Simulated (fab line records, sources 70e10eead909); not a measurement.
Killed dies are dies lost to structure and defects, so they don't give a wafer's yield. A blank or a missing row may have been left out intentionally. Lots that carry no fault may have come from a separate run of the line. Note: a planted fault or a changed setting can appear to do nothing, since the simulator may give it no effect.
Comparing a struck lot with a sound one || flow nandHarc || 14 out of 1302 route steps
Sound: wafers L576.1, L576.4, L576.5. Struck: wafer L591.2. (L591.3, L591.6 of the same lot were not struck and are left out.) The cause comes at the end.
Per side, at each step with rows, come the tool, then ch with its chambers, and then its first start. Under that, the readings that differ: sound wafers || struck wafers || difference of the means || sigmas: that difference in standard deviations of wafers without a fault.
alike: readings with means less than 2 such deviations apart, plus words and numbers identical on both sides. not compared: withheld readings, readings lacking a value on some wafer, bounds such as >300 that could conceal the same value, and numbers that have no deviation in the record and whose values overlap.
Wherever a step has rows on one side only, a row that says differs or no value, or a row with sigmas, the two part there. Non-overlapping numbers with no deviation appear without sigmas and do not part them. Lack of a reading on every wafer of one side parts them only where that side has two or more wafers.

first, 4 steps without rows for these wafers: NHARC_A_WL_FILL_STRIP_28 (strips in post etch residue remover, time 1200 s); NHARC_A_WL_FILL_PRECLEAN_06 (cleans in DIW, time 300 s); NHARC_A_WL_FILL_SRD_07; NHARC_A_WL_FILL_ANNEAL_08 (time 1800 s).
NHARC_A_WL_FILL_ALD_10: deposits SiO2, target thk 50 nm, pulse time 10 s, ald cycles 500.
  sound on aldHk-02 ch 0,1,2, day 22 06:11; struck on aldHk-04 ch 1, day 28 15:28
  alike: heaterPowerW, precursorPulseHeightRel, susceptorTempC
NHARC_A_WL_FILL_ETCHBACK_16: etches the open film in C4F8/O2/Ar, target depth 120 nm, time 24 s.
  sound on rieDiel-05 ch 0,1; struck on rieDiel-05 ch 2
  alike: chamberPressureMTorr, oesProductAu, rfVppV
  not compared: rfHoursCounterH
NHARC_A_WL_FILL_STRIP_29: strips in O2, time 20 s.
  sound on rieDiel-05 ch 1,3, day 22 10:25; struck on rieDiel-05 ch 3, day 28 20:16
  alike: chamberPressureMTorr, drypumpMotorCurrentA, oesProductAu, rfVppV, showerheadPlenumPTorr, throttleValvePct
  not compared: rfHoursCounterH
NHARC_A_WL_FILL_ETCHBACK_17: etches the open film in Cl2/BCl3, target depth 4 nm, time 26.7 s.
  sound on rieMetal-02 ch 0,1, day 22 10:31; struck on rieMetal-03 ch 0, day 28 20:21
  alike: chamberPressureMTorr, drypumpMotorCurrentA, oesProductAu
  not compared: rfHoursCounterH
then, 3 steps without rows for these wafers: NHARC_A_WL_FILL_PRECLEAN_18 (cleans in dHF, time 30 s); NHARC_A_WL_FILL_SRD_21; NHARC_A_WL_FILL_CVD_23 (deposits poly-Si, target thk 40 nm, time 800 s).
NHARC_A_WL_FILL_ETCHBACK_26: etches the open film in HBr, target depth 52 nm, time 13.3 s.
  sound on rieSi-06 ch 0,2, day 22 15:40; struck on rieSi-06 ch 0, day 29 01:35
{"reading": "oesProductAu (a.u.)", "sound": "1.009 1.005 1.000", "struck": 0.820, "difference": -0.185, "sigmas": -20}
  alike: chamberPressureMTorr, drypumpMotorCurrentA, throttleValvePct
  not compared: rfHoursCounterH
then, 1 step without rows for these wafers: NHARC_A_WL_FILL_PRECLEAN_30 (cleans in dHF, time 10 s).
NHARC_END_SORT_01:
  the record has rows for the sound wafers here (prober-02 ch 0, day 25 21:25) and none for the struck ones

WHERE THEY PART
First at NHARC_A_WL_FILL_ETCHBACK_26; last, within this record, at NHARC_END_SORT_01.

WHY: what had been put in by the simulator
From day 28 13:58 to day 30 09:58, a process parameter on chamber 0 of rieSi-06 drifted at NHARC_A_WL_FILL_ETCHBACK_26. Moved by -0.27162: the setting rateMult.
